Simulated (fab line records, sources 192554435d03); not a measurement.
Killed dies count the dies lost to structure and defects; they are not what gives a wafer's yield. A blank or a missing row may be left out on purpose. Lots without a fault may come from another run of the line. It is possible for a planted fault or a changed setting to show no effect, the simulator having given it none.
Chamber matching ; flow n5-finfet ; N5_FIN_CUT_CUT_ETCH_26 on rie-diel-05: 4 sister chambers
The step etches SiNx in CH3F/O2, target depth 39 nm, time 55.7 s. 4 wafers are shown with their chamber, then 7 later ones without.

## EACH WAFER AND ITS CHAMBER
wafer;chamber;drypump-motor-current-A (A)
L077.5;1;5.5
L082.5;3;5.8
L087.2;2;5.2
L087.3;0;5.8

## WAFERS WITH NO CHAMBER GIVEN
wafer;drypump-motor-current-A (A)
L087.5;5.9
L088.1;5.8
L088.3;5.6
L088.5;5.8
L090.1;5.5
L090.3;5.9
L090.4;5.8

## CHAMBER TAKEN BY EACH
wafer;from the rows above;in truth
L087.5;can't be placed: 0 or 3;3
L088.1;can't be placed: 0 or 3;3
L088.3;can't be placed: 1 or 0 or 3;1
L088.5;can't be placed: 0 or 3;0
L090.1;1;1
L090.3;can't be placed: 0 or 3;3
L090.4;can't be placed: 0 or 3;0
Placed correctly: 1 of 7. Not placeable from these rows: 6 (in 6, the candidates include the true chamber). Placed wrongly: 0.
How it was worked out, from the rows above alone: a wafer's distance from a chamber is the root of the sum, over the readings, of the square of ((its reading less the chamber's mean) divided by the reading's scatter). If the next closest chamber is less than 2 further off than the closest, the wafer can't be placed; otherwise it belongs to the closest. For every chamber, the mean is computed from those of its wafers that are shown. The scatter: with one shown wafer a chamber, the root of the mean of the squares of how far each hidden wafer lies from its nearest shown one.
